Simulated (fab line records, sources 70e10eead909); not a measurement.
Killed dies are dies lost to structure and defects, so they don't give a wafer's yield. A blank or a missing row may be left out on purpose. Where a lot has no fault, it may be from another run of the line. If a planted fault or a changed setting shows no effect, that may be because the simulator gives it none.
What tool caused it? / flow nand harc / 6 lots, 18 wafers sampled, at 5 steps of a route of 1159

## WHAT EACH GAUGE READ, for each wafer
NHARC_END_SORT_01.
lot=L892; measured=day 22 07:00; on=prober-01; killed at array=24 15 24

## EACH LOT AND THE TOOL THAT RAN IT (in order: tool; ch and the chambers of the sampled wafers; start)
lot=L885; NHARC_A_CHANNEL_HOLE_D1_ETCH_44=rie diel-10 ch 1,3, day 9 07:40; NHARC_A_CHANNEL_HOLE_D1_XSEM_31=xsem-01 ch 0, day 9 08:34; NHARC_A_CHANNEL_FILL_D1_ALD_14=ald hk-02 ch 1,2,3, day 9 15:53; NHARC_A_CHANNEL_FILL_D1_ETCHBACK_20=rie diel-03 ch 0,2,3, day 10 10:14
lot=L887; NHARC_A_CHANNEL_HOLE_D1_ETCH_44=rie diel-02 ch 0,1,3, day 9 11:57; NHARC_A_CHANNEL_HOLE_D1_XSEM_31=xsem-02 ch 0, day 9 12:50; NHARC_A_CHANNEL_FILL_D1_ALD_14=ald hk-02 ch 0,1,2, day 9 20:00; NHARC_A_CHANNEL_FILL_D1_ETCHBACK_20=rie diel-04 ch 0,1,3, day 10 10:19
lot=L888; NHARC_A_CHANNEL_HOLE_D1_ETCH_44=rie diel-10 ch 0,1,3, day 10 04:26; NHARC_A_CHANNEL_HOLE_D1_XSEM_31=xsem-01 ch 0, day 10 05:19; NHARC_A_CHANNEL_FILL_D1_ALD_14=ald hk-04 ch 0,1, day 10 12:35; NHARC_A_CHANNEL_FILL_D1_ETCHBACK_20=rie diel-03 ch 0,3, day 11 06:20
lot=L892; NHARC_A_CHANNEL_HOLE_D1_ETCH_44=rie diel-10 ch 0,1, day 10 20:08; NHARC_A_CHANNEL_HOLE_D1_XSEM_31=xsem-01 ch 0, day 10 21:08; NHARC_A_CHANNEL_FILL_D1_ALD_14=ald hk-04 ch 1,2,3, day 11 05:34; NHARC_A_CHANNEL_FILL_D1_ETCHBACK_20=rie diel-03 ch 0,3, day 11 22:32
lot=L895; NHARC_A_CHANNEL_HOLE_D1_ETCH_44=rie diel-06 ch 0,3, day 11 14:15; NHARC_A_CHANNEL_HOLE_D1_XSEM_31=xsem-02 ch 0, day 11 15:08; NHARC_A_CHANNEL_FILL_D1_ALD_14=ald hk-04 ch 0,2,3, day 11 22:25; NHARC_A_CHANNEL_FILL_D1_ETCHBACK_20=rie diel-04 ch 0,1, day 12 15:43
lot=L904; NHARC_A_CHANNEL_HOLE_D1_ETCH_44=rie diel-10 ch 0,1,2, day 13 21:01; NHARC_A_CHANNEL_HOLE_D1_XSEM_31=xsem-01 ch 0, day 13 21:53; NHARC_A_CHANNEL_FILL_D1_ALD_14=ald hk-04 ch 0,1,2, day 14 05:13; NHARC_A_CHANNEL_FILL_D1_ETCHBACK_20=rie diel-04 ch 0,1,2, day 14 22:09
- NHARC_A_CHANNEL_HOLE_D1_ETCH_44: etches the open film in CF4/O2, target depth 140 nm, overetch 14 nm, time 77 s.
- NHARC_A_CHANNEL_HOLE_D1_XSEM_31
- NHARC_A_CHANNEL_FILL_D1_ALD_14: deposits SiO2, target thk 2.5 nm, pulse time 10 s, ald cycles 25.
- NHARC_A_CHANNEL_FILL_D1_ETCHBACK_20: etches the open film in C4F8/O2/Ar, target depth 27 nm, time 13.5 s.

## THE ANSWER, worked out from the rows above alone
Rule: the lots themselves supply what counts as usual. The widest of any qualifying gaps counts: lots, ordered by their means at a reading, are off when they make up no more than a third of the lots, leave a main group of 4 or more, and stand apart from it by 3 or more times the standard deviation of that group's means. If all means in a main group match to the digits the tables above print for the reading, that group is not used. A lot without any number at a reading at which 4 lots or more have one is off too. The other lots that the step has rows for count as sound.
No lot is off at any reading shown: from this, nothing can be told.

## WHAT THE SIMULATOR HAD INSERTED
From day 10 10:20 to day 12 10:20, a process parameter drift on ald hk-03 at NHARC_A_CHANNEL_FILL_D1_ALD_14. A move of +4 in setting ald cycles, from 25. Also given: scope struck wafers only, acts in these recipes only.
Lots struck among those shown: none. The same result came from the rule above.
